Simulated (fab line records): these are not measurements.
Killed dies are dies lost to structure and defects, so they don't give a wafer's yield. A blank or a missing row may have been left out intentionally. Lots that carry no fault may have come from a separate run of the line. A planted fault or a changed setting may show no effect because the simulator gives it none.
Chamber matching :: flow nandHarc :: rieDiel-01 running NHARC_A_STAIRCASE_STRIP_476: 4 sister chambers
The step strips in O2, time 20 s. 27 wafers are shown with their chamber, then 12 later ones without.

EACH WAFER AND ITS CHAMBER
wafer: L075.2
chamber: 3
showerheadPlenumPTorr (Torr): 3.68
drypumpMotorCurrentA (A): 5.2
rfVppV (V): 57.6

wafer: L075.4
chamber: 0
showerheadPlenumPTorr (Torr): 3.67
drypumpMotorCurrentA (A): 5.8
rfVppV (V): 58.6

wafer: L075.6
chamber: 1
showerheadPlenumPTorr (Torr): 3.34
drypumpMotorCurrentA (A): 5.5
rfVppV (V): 56.9

wafer: L076.1
chamber: 0
showerheadPlenumPTorr (Torr): 3.67
drypumpMotorCurrentA (A): 5.8
rfVppV (V): 58.3

wafer: L076.2
chamber: 1
showerheadPlenumPTorr (Torr): 3.34
drypumpMotorCurrentA (A): 5.5
rfVppV (V): 57.5

wafer: L076.6
chamber: 1
showerheadPlenumPTorr (Torr): 3.34
drypumpMotorCurrentA (A): 5.5
rfVppV (V): 55.9

wafer: L076.3
chamber: 2
showerheadPlenumPTorr (Torr): 3.58
drypumpMotorCurrentA (A): 4.8
rfVppV (V): 58.4

wafer: L076.4
chamber: 3
showerheadPlenumPTorr (Torr): 3.68
drypumpMotorCurrentA (A): 5.2
rfVppV (V): 57.7

wafer: L076.5
chamber: 2
showerheadPlenumPTorr (Torr): 3.58
drypumpMotorCurrentA (A): 4.8
rfVppV (V): 58.9

wafer: L079.2
chamber: 0
showerheadPlenumPTorr (Torr): 3.67
drypumpMotorCurrentA (A): 5.8
rfVppV (V): 58.1

wafer: L079.3
chamber: 2
showerheadPlenumPTorr (Torr): 3.58
drypumpMotorCurrentA (A): 4.8
rfVppV (V): 57.2

wafer: L079.5
chamber: 2
showerheadPlenumPTorr (Torr): 3.58
drypumpMotorCurrentA (A): 4.8
rfVppV (V): 57.7

wafer: L080.1
chamber: 0
showerheadPlenumPTorr (Torr): 3.67
drypumpMotorCurrentA (A): 5.8
rfVppV (V): 57.2

wafer: L080.2
chamber: 2
showerheadPlenumPTorr (Torr): 3.57
drypumpMotorCurrentA (A): 4.9
rfVppV (V): 58.2

wafer: L080.3
chamber: 1
showerheadPlenumPTorr (Torr): 3.34
drypumpMotorCurrentA (A): 5.5
rfVppV (V): 56.8

wafer: L082.2
chamber: 2
showerheadPlenumPTorr (Torr): 3.57
drypumpMotorCurrentA (A): 4.8
rfVppV (V): 58.1

wafer: L082.3
chamber: 1
showerheadPlenumPTorr (Torr): 3.34
drypumpMotorCurrentA (A): 5.5
rfVppV (V): 57.7

wafer: L082.6
chamber: 1
showerheadPlenumPTorr (Torr): 3.34
drypumpMotorCurrentA (A): 5.5
rfVppV (V): 56.0

wafer: L081.1
chamber: 3
showerheadPlenumPTorr (Torr): 3.67
drypumpMotorCurrentA (A): 5.2
rfVppV (V): 58.2

wafer: L081.4
chamber: 2
showerheadPlenumPTorr (Torr): 3.57
drypumpMotorCurrentA (A): 4.8
rfVppV (V): 58.1

wafer: L081.6
chamber: 0
showerheadPlenumPTorr (Torr): 3.67
drypumpMotorCurrentA (A): 5.8
rfVppV (V): 57.6

wafer: L087.1
chamber: 1
showerheadPlenumPTorr (Torr): 3.33
drypumpMotorCurrentA (A): 5.4
rfVppV (V): 56.8

wafer: L087.2
chamber: 2
showerheadPlenumPTorr (Torr): 3.57
drypumpMotorCurrentA (A): 4.8
rfVppV (V): 56.3

wafer: L087.3
chamber: 0
showerheadPlenumPTorr (Torr): 3.66
drypumpMotorCurrentA (A): 5.8
rfVppV (V): 59.0

wafer: L087.4
chamber: 3
showerheadPlenumPTorr (Torr): 3.67
drypumpMotorCurrentA (A): 5.2
rfVppV (V): 58.1

wafer: L087.5
chamber: 2
showerheadPlenumPTorr (Torr): 3.57
drypumpMotorCurrentA (A): 4.9
rfVppV (V): 56.5

wafer: L087.6
chamber: 3
showerheadPlenumPTorr (Torr): 3.67
drypumpMotorCurrentA (A): 5.1
rfVppV (V): 57.6

SIGNATURES, as means of the wafers listed above
reading: showerheadPlenumPTorr
chamber 0: 3.6683
chamber 1: 3.3386
chamber 2: 3.5744
chamber 3: 3.6740
scatter within a chamber: 0.00471

reading: drypumpMotorCurrentA
chamber 0: 5.800
chamber 1: 5.486
chamber 2: 4.822
chamber 3: 5.180
scatter within a chamber: 0.0374

reading: rfVppV
chamber 0: 58.133
chamber 1: 56.800
chamber 2: 57.711
chamber 3: 57.840
scatter within a chamber: 0.704
Rule: distance of a wafer from a chamber = root of the sum over the readings of ((wafer's reading minus chamber's mean) / reading's scatter) squared. If the next closest chamber is less than 2 further off than the closest, the wafer can't be placed; otherwise it belongs to the closest. The scatter is the square root of a quotient: the sum, over the shown wafers, of each reading's squared deviation from its chamber's mean, divided by wafers minus chambers.

WAFERS WITHOUT THEIR CHAMBER
wafer: L088.3
showerheadPlenumPTorr (Torr): 3.66
drypumpMotorCurrentA (A): 5.8
rfVppV (V): 56.8

wafer: L088.4
showerheadPlenumPTorr (Torr): 3.57
drypumpMotorCurrentA (A): 4.8
rfVppV (V): 57.6

wafer: L088.5
showerheadPlenumPTorr (Torr): 3.57
drypumpMotorCurrentA (A): 4.8
rfVppV (V): 59.5

wafer: L085.1
showerheadPlenumPTorr (Torr): 3.67
drypumpMotorCurrentA (A): 5.2
rfVppV (V): 56.8

wafer: L085.3
showerheadPlenumPTorr (Torr): 3.33
drypumpMotorCurrentA (A): 5.5
rfVppV (V): 57.5

wafer: L085.6
showerheadPlenumPTorr (Torr): 3.66
drypumpMotorCurrentA (A): 5.8
rfVppV (V): 60.3

wafer: L090.1
showerheadPlenumPTorr (Torr): 3.66
drypumpMotorCurrentA (A): 5.8
rfVppV (V): 57.7

wafer: L090.3
showerheadPlenumPTorr (Torr): 3.67
drypumpMotorCurrentA (A): 5.2
rfVppV (V): 57.2

wafer: L090.6
showerheadPlenumPTorr (Torr): 3.33
drypumpMotorCurrentA (A): 5.5
rfVppV (V): 57.8

wafer: L092.2
showerheadPlenumPTorr (Torr): 3.66
drypumpMotorCurrentA (A): 5.8
rfVppV (V): 58.2

wafer: L092.3
showerheadPlenumPTorr (Torr): 3.67
drypumpMotorCurrentA (A): 5.2
rfVppV (V): 58.5

wafer: L092.6
showerheadPlenumPTorr (Torr): 3.56
drypumpMotorCurrentA (A): 4.8
rfVppV (V): 57.9

CHAMBER TAKEN BY EACH
wafer: L088.3
from the rows above: 0
in truth: 0

wafer: L088.4
from the rows above: 2
in truth: 2

wafer: L088.5
from the rows above: 2
in truth: 2

wafer: L085.1
from the rows above: 3
in truth: 3

wafer: L085.3
from the rows above: 1
in truth: 1

wafer: L085.6
from the rows above: 0
in truth: 0

wafer: L090.1
from the rows above: 0
in truth: 0

wafer: L090.3
from the rows above: 3
in truth: 3

wafer: L090.6
from the rows above: 1
in truth: 1

wafer: L092.2
from the rows above: 0
in truth: 0

wafer: L092.3
from the rows above: 3
in truth: 3

wafer: L092.6
from the rows above: 2
in truth: 2
Placed correctly: 12 of 12. Left unplaced by these rows: 0. Placed wrongly: 0.
